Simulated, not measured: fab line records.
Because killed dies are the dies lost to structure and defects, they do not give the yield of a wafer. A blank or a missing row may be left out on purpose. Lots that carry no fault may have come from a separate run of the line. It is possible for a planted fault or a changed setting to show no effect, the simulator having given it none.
Which tool was responsible? -- flow nandHarc -- 24 lots, 72 wafers sampled, at 6 steps of a route of 1302

== WHAT THE GAUGES READ, wafer by wafer ==
NHARC_P_CONTACT_INSPECT_14. Usual: 3.8 for rawDefectCount, sd 1.9.
lot,measured,on,rawDefectCount,flag
L074,day 5 20:42,defectInspect-02,4 3 6,
L075,day 6 06:53,defectInspect-02,3 5 2,
L076,day 6 21:05,defectInspect-02,3 2 4,
L077,day 6 21:31,defectInspect-01,5 5 2,
L078,day 7 15:52,defectInspect-02,1 2 4,
L079,day 7 21:42,defectInspect-02,4 2 5,
L080,day 8 08:52,defectInspect-01,7 0 0,
L081,day 8 13:50,defectInspect-01,2 0 4,
L082,day 9 03:49,defectInspect-02,2 5 4,
L083,day 9 11:44,defectInspect-01,4 5 4,
L084,day 10 04:37,defectInspect-01,2 5 7,
L085,day 10 12:02,defectInspect-02,1 5 3,
L086,day 10 22:49,defectInspect-02,6 1 3,
L087,day 11 02:20,defectInspect-02,1 4 3,
L089,day 12 00:34,defectInspect-01,6 4 6,
L088,day 12 01:28,defectInspect-02,4 3 4,
L090,day 12 19:17,defectInspect-01,3 3 4,
L091,day 13 02:51,defectInspect-02,2 3 2,
L092,day 13 04:47,defectInspect-02,5 4 4,
L093,day 13 18:15,defectInspect-02,2 1 6,
L095,day 14 10:13,defectInspect-02,2 6 4,
L094,day 14 10:33,defectInspect-01,2 5 3,
L096,day 14 23:21,defectInspect-01,0 2 2,
L097,day 15 16:47,defectInspect-02,6 3 3,

NHARC_P_CONTACT_CD_MEAS_19. Usual: 89.5 nm for cdNm, sd 1.5.
lot,measured,on,cdNm (nm),flag
L074,day 5 21:38,cdSem-01,89.6 90.6 89.4,
L075,day 6 07:49,cdSem-03,89.7 90.5 90.1,
L076,day 6 22:01,cdSem-03,91.1 91.2 90.8,
L077,day 6 22:26,cdSem-03,89.5 89.4 89.9,
L078,day 7 16:57,cdSem-01,86.6 87.6 88.5,
L079,day 7 22:39,cdSem-02,90.7 91.0 93.0,
L080,day 8 09:48,cdSem-02,87.4 87.9 89.1,
L081,day 8 14:55,cdSem-02,87.4 90.3 91.0,
L082,day 9 04:44,cdSem-01,90.8 91.3 89.8,
L083,day 9 12:49,cdSem-02,90.8 89.2 90.4,
L084,day 10 05:52,cdSem-03,89.0 91.8 90.3,
L085,day 10 12:58,cdSem-02,85.6 91.0 89.1,
L086,day 10 23:46,cdSem-02,91.5 92.7 92.0,
L087,day 11 03:17,cdSem-03,88.9 90.0 90.3,
L089,day 12 01:31,cdSem-02,90.0 90.9 90.4,
L088,day 12 02:24,cdSem-03,90.7 88.9 91.8,
L090,day 12 20:13,cdSem-03,87.7 89.8 88.6,
L091,day 13 03:47,cdSem-01,88.6 87.6 87.9,
L092,day 13 05:44,cdSem-03,90.5 89.0 90.6,
L093,day 13 19:11,cdSem-02,88.5 84.5 88.7,
L095,day 14 11:09,cdSem-03,90.5 89.1 87.8,
L094,day 14 11:31,cdSem-02,89.3 89.3 89.1,
L096,day 15 00:17,cdSem-01,88.4 89.1 87.2,
L097,day 15 18:06,cdSem-01,90.2 89.3 91.3,

NHARC_P_M2_CD_MEAS_09: the cd target is 170 nm. Usual: 169.6 nm for cdNm, sd 0.57.
lot,measured,on,cdNm (nm),flag
L074,day 6 09:22,cdSem-03,169.1 169.7 169.0,
L075,day 6 19:11,cdSem-02,169.9 170.0 168.6,
L076,day 7 09:05,cdSem-01,169.8 169.7 169.2,
L077,day 7 10:08,cdSem-03,170.3 169.7 170.2,
L078,day 8 04:10,cdSem-03,169.2 169.9 169.5,
L079,day 8 09:56,cdSem-03,169.6 170.1 169.5,
L080,day 8 23:37,cdSem-01,169.1 169.0 169.2,
L081,day 9 02:31,cdSem-02,169.8 169.2 170.0,
L082,day 9 16:08,cdSem-02,169.6 169.2 169.6,
L083,day 10 00:25,cdSem-02,169.1 168.8 169.9,
L084,day 10 17:07,cdSem-01,169.3 169.5 169.3,
L085,day 11 00:59,cdSem-01,168.7 169.5 168.9,
L086,day 11 10:59,cdSem-03,169.4 170.0 170.0,
L087,day 11 14:49,cdSem-03,168.9 169.2 169.3,
L089,day 12 13:27,cdSem-02,169.0 169.3 168.8,
L088,day 12 13:36,cdSem-02,171.0 170.5 170.4,
L090,day 13 07:41,cdSem-03,169.3 170.2 169.4,
L091,day 13 15:07,cdSem-03,169.5 168.6 170.0,
L092,day 13 16:50,cdSem-02,170.1 169.6 169.6,
L093,day 14 06:22,cdSem-01,170.6 170.2 170.2,
L095,day 14 22:29,cdSem-02,170.7 170.1 170.2,
L094,day 14 23:01,cdSem-01,169.0 169.5 168.7,
L096,day 15 11:39,cdSem-03,169.8 169.9 170.3,
L097,day 16 07:51,cdSem-01,169.8 169.7 169.7,

NHARC_P_M2_OVL_MEAS_10: pitch 340 nm. Usual: overlayXNm 0.0 nm, standard deviation 0.95; overlayYNm -0.1 nm, standard deviation 0.95.
lot,measured,on,overlayXNm (nm),overlayYNm (nm),flag
L074,day 6 09:28,overlay-02,1.3 2.1 1.1,1.6 1.9 1.8,
L075,day 6 19:16,overlay-01,-1.5 -1.8 -1.4,-0.1 0.1 0.2,
L076,day 7 09:10,overlay-01,-0.1 -0.5 -0.2,-1.0 -0.8 -0.6,
L077,day 7 10:13,overlay-01,0.2 -0.4 -0.1,-0.7 0.2 -0.2,
L078,day 8 04:15,overlay-02,-1.2 -1.3 -1.9,1.1 1.3 1.1,
L079,day 8 10:01,overlay-02,-0.8 -0.6 -1.5,0.7 1.7 0.5,
L080,day 8 23:43,overlay-01,1.2 1.2 1.3,0.3 -0.2 0.9,
L081,day 9 02:36,overlay-02,1.1 1.6 1.2,-1.6 -1.2 -0.9,
L082,day 9 16:13,overlay-01,-0.3 -0.3 -0.1,0.3 -0.5 -0.3,
L083,day 10 00:31,overlay-01,0.6 0.1 0.9,-0.5 -0.3 -0.2,
L084,day 10 17:12,overlay-01,-0.4 -0.9 0.3,0.0 -1.0 0.1,
L085,day 11 01:04,overlay-02,0.0 -0.1 -0.2,-0.8 -0.6 0.0,
L086,day 11 11:04,overlay-01,-1.2 -1.3 -1.4,0.4 0.1 0.9,
L087,day 11 14:55,overlay-02,0.0 0.3 0.0,-1.3 -1.6 -1.5,
L089,day 12 13:32,overlay-02,0.1 0.0 -0.1,-1.2 -1.4 -1.3,
L088,day 12 13:41,overlay-01,-0.4 -0.1 -0.1,0.7 -0.3 0.0,
L090,day 13 07:47,overlay-01,-1.4 -1.5 -1.7,-2.3 -1.9 -2.7,
L091,day 13 15:13,overlay-01,1.1 1.5 0.8,-0.4 -0.4 -0.1,
L092,day 13 16:55,overlay-02,0.4 0.2 0.2,-0.2 -0.2 -0.2,
L093,day 14 06:27,overlay-01,0.6 0.6 0.6,-0.2 -0.7 -0.1,
L095,day 14 22:35,overlay-02,-0.3 -0.3 -0.2,-0.1 0.4 0.6,
L094,day 14 23:07,overlay-01,-0.3 -0.6 -1.6,1.2 1.0 1.4,
L096,day 15 11:44,overlay-01,0.8 0.1 0.6,-0.4 -0.2 -0.6,
L097,day 16 07:56,overlay-01,1.1 1.0 0.5,-0.9 -0.7 -0.7,

== TOOL THAT RAN EACH LOT (tool first, then ch and the chambers of the sampled wafers, then the start) ==
lot,NHARC_P_GATE_RTA_80,NHARC_P_CONTACT_DESCUM_17
L074,"rtpAnneal-02 ch 0, day 5 18:20","rieDiel-09 ch 0,1,3, day 5 20:46"
L075,"rtpAnneal-01 ch 0, day 6 04:38","rieDiel-09 ch 0,2,3, day 6 06:57"
L076,"rtpAnneal-02 ch 0, day 6 18:44","rieDiel-11 ch 1,3, day 6 21:09"
L077,"rtpAnneal-02 ch 0, day 6 19:11","rieDiel-09 ch 0,2,3, day 6 21:34"
L078,"rtpAnneal-01 ch 0, day 7 13:37","rieDiel-09 ch 0,1,2, day 7 15:57"
L079,"rtpAnneal-02 ch 0, day 7 19:19","rieDiel-11 ch 0,2,3, day 7 21:46"
L080,"rtpAnneal-01 ch 0, day 8 06:32","rieDiel-09 ch 2,3, day 8 08:56"
L081,"rtpAnneal-01 ch 0, day 8 11:26","rieDiel-08 ch 0,3, day 8 13:53"
L082,"rtpAnneal-02 ch 0, day 9 01:26","rieDiel-11 ch 1,2,3, day 9 03:52"
L083,"rtpAnneal-02 ch 0, day 9 09:22","rieDiel-08 ch 2,3, day 9 11:47"
L084,"rtpAnneal-01 ch 0, day 10 02:21","rieDiel-08 ch 0,3, day 10 04:41"
L085,"rtpAnneal-02 ch 0, day 10 09:37","rieDiel-09 ch 2,3, day 10 12:05"
L086,"rtpAnneal-01 ch 0, day 10 20:16","rieDiel-11 ch 1,2,3, day 10 22:54"
L087,"rtpAnneal-02 ch 0, day 10 23:47","rieDiel-09 ch 0,2,3, day 11 02:24"
L089,"rtpAnneal-02 ch 0, day 11 22:20","rieDiel-11 ch 1,2,3, day 12 00:38"
L088,"rtpAnneal-02 ch 0, day 11 23:07","rieDiel-11 ch 1,2, day 12 01:31"
L090,"rtpAnneal-02 ch 0, day 12 16:50","rieDiel-09 ch 0,1,3, day 12 19:20"
L091,"rtpAnneal-02 ch 0, day 13 00:28","rieDiel-09 ch 0,1,2, day 13 02:55"
L092,"rtpAnneal-02 ch 0, day 13 02:22","rieDiel-11 ch 0,1, day 13 04:51"
L093,"rtpAnneal-02 ch 0, day 13 15:55","rieDiel-09 ch 0,2,3, day 13 18:19"
L095,"rtpAnneal-02 ch 0, day 14 07:54","rieDiel-11 ch 0,1, day 14 10:17"
L094,"rtpAnneal-02 ch 0, day 14 08:05","rieDiel-08 ch 0,1,2, day 14 10:37"
L096,"rtpAnneal-02 ch 0, day 14 20:56","rieDiel-11 ch 0,2,3, day 14 23:25"
L097,"rtpAnneal-01 ch 0, day 15 14:35","rieDiel-09 ch 0,2,3, day 15 16:51"
- NHARC_P_GATE_RTA_80: time 30 s.
- NHARC_P_CONTACT_DESCUM_17: chemistry O2, time 3 s.

== AS READ BY THE TOOLS THEMSELVES (means over the sampled wafers that have a number; for cases with no such wafer, the mark the record gives instead) ==
NHARC_P_GATE_RTA_80. Usual: annealTempCMax 301.7, standard deviation 0.74; lampPowerPct 2.52 %, standard deviation 0.081; lamp_zone_1_pct 2.52 %, standard deviation 0.081; wafer_temp_C_max 301.1, standard deviation 0.54.
lot,tool,annealTempCMax,lampPowerPct (%),lamp_zone_1_pct (%),wafer_temp_C_max,flag
L074,rtpAnneal-02,302.0,2.57,2.57,300.9,
L075,rtpAnneal-01,300.7,2.39,2.39,301.9,
L076,rtpAnneal-02,302.1,2.57,2.57,301.2,
L077,rtpAnneal-02,301.9,2.57,2.57,300.8,
L078,rtpAnneal-01,301.0,2.39,2.39,302.1,
L079,rtpAnneal-02,302.0,2.57,2.57,300.9,
L080,rtpAnneal-01,300.7,2.39,2.39,301.7,
L081,rtpAnneal-01,301.0,2.39,2.39,301.6,
L082,rtpAnneal-02,301.9,2.57,2.57,300.5,
L083,rtpAnneal-02,302.0,2.57,2.57,300.8,
L084,rtpAnneal-01,300.6,2.39,2.39,301.8,
L085,rtpAnneal-02,302.3,2.57,2.57,301.0,
L086,rtpAnneal-01,300.8,2.39,2.39,301.5,
L087,rtpAnneal-02,302.4,2.57,2.57,300.7,
L089,rtpAnneal-02,301.8,2.57,2.57,301.0,
L088,rtpAnneal-02,302.0,2.57,2.56,301.0,
L090,rtpAnneal-02,302.0,2.57,2.57,300.8,
L091,rtpAnneal-02,302.6,2.57,2.57,300.4,
L092,rtpAnneal-02,302.6,2.57,2.57,301.0,
L093,rtpAnneal-02,302.2,2.58,2.58,300.8,
L095,rtpAnneal-02,302.1,2.57,2.57,301.1,
L094,rtpAnneal-02,302.1,2.57,2.57,300.7,
L096,rtpAnneal-02,302.0,2.57,2.57,300.7,
L097,rtpAnneal-01,300.6,2.40,2.40,301.9,

NHARC_P_CONTACT_DESCUM_17. Usual: drypumpMotorCurrentA 5.8 A, standard deviation 0.4; oesProductAu 0.998 a.u., standard deviation 0.0085; rfVppV 57.8 V, standard deviation 0.9; showerheadPlenumPTorr 1.92 Torr, standard deviation 0.071; throttleValvePct 11.311 %, standard deviation 0.0097.
lot,tool,drypumpMotorCurrentA (A),oesProductAu (a.u.),rfVppV (V),showerheadPlenumPTorr (Torr),throttleValvePct (%),flag
L074,rieDiel-09,6.1,1.005,58.3,1.89,11.317,
L075,rieDiel-09,5.9,0.995,58.2,1.89,11.319,
L076,rieDiel-11,6.1,0.998,57.9,1.95,11.316,
L077,rieDiel-09,5.9,0.991,57.9,1.89,11.305,
L078,rieDiel-09,5.9,0.994,58.4,1.88,11.318,
L079,rieDiel-11,5.5,0.998,57.7,1.94,11.308,
L080,rieDiel-09,5.9,0.994,57.8,1.86,11.310,
L081,rieDiel-08,5.5,1.000,58.4,1.94,11.318,
L082,rieDiel-11,5.7,0.998,58.9,1.97,11.309,
L083,rieDiel-08,5.8,1.000,58.3,1.97,11.318,
L084,rieDiel-08,5.3,0.998,57.3,1.89,11.308,
L085,rieDiel-09,6.0,0.999,57.0,1.86,11.315,
L086,rieDiel-11,5.7,0.998,57.8,1.97,11.312,
L087,rieDiel-09,5.9,0.993,57.8,1.89,11.312,
L089,rieDiel-11,5.7,0.998,58.7,1.97,11.312,
L088,rieDiel-11,5.5,1.002,58.8,2.03,11.301,
L090,rieDiel-09,6.1,0.993,57.7,1.88,11.311,
L091,rieDiel-09,5.9,0.999,56.9,1.88,11.308,
L092,rieDiel-11,6.0,0.995,58.6,1.96,11.315,
L093,rieDiel-09,5.9,0.998,58.0,1.88,11.312,
L095,rieDiel-11,6.0,0.990,57.9,1.96,11.313,
L094,rieDiel-08,6.0,1.006,58.3,1.95,11.312,
L096,rieDiel-11,5.5,1.001,57.7,1.94,11.302,
L097,rieDiel-09,5.9,1.002,56.4,1.88,11.303,

== THE ANSWER, worked out from the rows above alone ==
Rule: lot off if the mean of its wafers having a number is beyond 3 standard deviations from the usual mean. Also off: a lot with no number at a reading for which 4 or more lots have one. Any other lot the step has rows for is counted as sound. First the gauges in route order, then the tools' own readings, where a lot's mean is used as printed above. The first step at which some lot is off is used, and at that step the reading that is off furthest; a lot without a number counts as furthest.
Across all readings shown, no lot is off: no conclusion can be drawn from this.

== WHAT HAD BEEN PUT IN BY THE SIMULATOR ==
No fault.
